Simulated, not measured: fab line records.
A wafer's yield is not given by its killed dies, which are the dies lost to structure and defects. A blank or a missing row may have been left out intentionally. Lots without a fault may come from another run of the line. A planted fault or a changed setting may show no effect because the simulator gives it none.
Chamber matching -- flow n5_finfet -- pecvd-01 running N5_BEOL_M0_DEP_125: 3 sister chambers
The step deposits SiCN from 3MS/NH3, target thk 8 nm, time 14 s. 6 wafers are shown with their chamber, then 12 later ones without.

WAFERS WITH THEIR CHAMBER
wafer,chamber,showerhead_vpp_V (V),throttle_valve_pct (%)
L082.1,1,889,8.6
L083.1,0,854,9.1
L083.6,1,879,8.7
L086.1,2,919,8.5
L086.2,0,853,9.1
L086.6,2,915,8.2

WAFERS WHOSE CHAMBER IS MISSING
wafer,showerhead_vpp_V (V),throttle_valve_pct (%)
L089.1,867,8.6
L089.5,884,8.5
L089.6,901,8.4
L093.3,852,9.5
L093.5,912,8.4
L093.6,859,9.3
L095.2,861,9.4
L095.3,913,8.6
L095.6,915,8.5
L097.1,877,8.9
L097.3,917,8.2
L097.6,926,8.3

THE CHAMBER EACH PASSED THROUGH
wafer,from the rows above,in truth
L089.1,can't be placed: 1 or 0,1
L089.5,1,1
L089.6,can't be placed: 2 or 1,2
L093.3,0,0
L093.5,2,2
L093.6,0,0
L095.2,0,0
L095.3,2,2
L095.6,2,2
L097.1,1,1
L097.3,2,2
L097.6,2,2
Correct placement for 10 of the 12. Not placeable from these rows: 2 (in 2, the candidates include the true chamber). Number placed wrongly: 0.
How it was worked out, from the rows above alone: a wafer's distance from a chamber is the root of the sum, over the readings, of the square of ((its reading less the chamber's mean) divided by the reading's scatter). If the next closest chamber is less than 2 further off than the closest, the wafer can't be placed; otherwise it belongs to the closest. The mean given for a chamber averages the wafers shown for that chamber. The scatter: take each reading less its chamber's mean, square it, sum over the shown wafers, divide by the number of wafers less the number of chambers, and take the root.
